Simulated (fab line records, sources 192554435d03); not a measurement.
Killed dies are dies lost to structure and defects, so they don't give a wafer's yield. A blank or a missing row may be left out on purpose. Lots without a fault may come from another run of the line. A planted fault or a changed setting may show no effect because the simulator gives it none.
Problem report in the 8D (eight disciplines) form, filled by code | flow n5_finfet | the parts of the form that need people (team, actions taken, sign-off) are left out

1. THE PROBLEM
run_length_s at N5_BEOL_M2_COAT_76 reads a mean of 75.48 s on 3 wafers of 2 lots; wafers without a fault read 66.23 s with a standard deviation of 0.2. That is +46 standard deviations from the usual mean.
The step: time 60 s, resist thk 5 nm.
First seen on wafer L871.2, day 11 03:33, on litho_track-01. The record holds 27 wafers of 9 lots with a number at this step. Rule for "out", or "out of limits": more than 4 standard deviations from the usual mean. The other wafers with a number count as sound.

2. WHAT IT IS AND WHAT IT IS NOT
question                    | is                     | is not
which readings at this step | run_length_s           | -
which lots                  | L871, L872             | L853, L859, L861, L863, L864, L870, L873
which wafers of those lots  | L871.2, L872.1, L872.6 | L871.3, L871.4, L872.3
read on which tools         | litho_track-01         | litho_track-02, litho_track-05
when                        | from day 11 03:33      | up to then (17 sound wafers); but 7 sound wafers of L870, L872, L873 came after

3. SUSPECTS, AND WHAT RULES EACH OUT
Counting: a tool at a process step up to the reading stays a suspect if it ran every lot that is out. Sound lots after the first of them don't rule it out here, since some wafers of a struck lot are sound.
- rie_metal-01 at N5_BEOL_M2_HM_OPEN_17 (chemistry Cl2/BCl3, target TiN, target depth 20 nm, overetch 6 nm): kept. It ran every lot that is out, first L871 (day 11 03:14); its last sound lot up to then is L859 (day 7 23:07).
- litho_track-01 at N5_BEOL_M2_COAT_76 (time 60 s, resist thk 5 nm): kept. It ran every lot that is out, first L871 (day 11 03:33); its last sound lot up to then is L863 (day 9 07:05). Its own readings are out on those wafers: run_length_s.
Left after counting: rie_metal-01 at N5_BEOL_M2_HM_OPEN_17, litho_track-01 at N5_BEOL_M2_COAT_76.

4. THE CAUSE (what the simulator had put in)
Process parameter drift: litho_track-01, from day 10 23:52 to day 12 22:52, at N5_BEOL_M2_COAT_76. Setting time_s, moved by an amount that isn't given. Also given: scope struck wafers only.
Counting left 2 suspects, and this tool is among them.

5. THE CHAIN OF EFFECTS, in route order
Each row: a reading whose mean over the struck wafers that have a number lies more than 3 standard deviations from the usual. Only readings for which the record gives a usual standard deviation are gone through. hours: the time from each lot's start at the first step in this table that gives one to its start at this step, as a median over the lots. sigmas: the change in usual standard deviations.
hours | step               | reading      | usual   | on struck wafers | change | sigmas
0     | N5_BEOL_M2_COAT_76 | run_length_s | 66.23 s | 75.48            | +9.25  | +46
The process steps in it:
- N5_BEOL_M2_COAT_76: time 60 s, resist thk 5 nm.
Later measuring or inspecting steps at which every struck wafer that the step has a row for has a number for every such reading, and none has moved that far: N5_BEOL_M4_RC_MEAS_101.

6. WHAT WOULD HAVE CAUGHT IT SOONER
In this record the first reading out of limits was taken at day 11 03:33, 4 hours after the fault began at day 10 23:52.
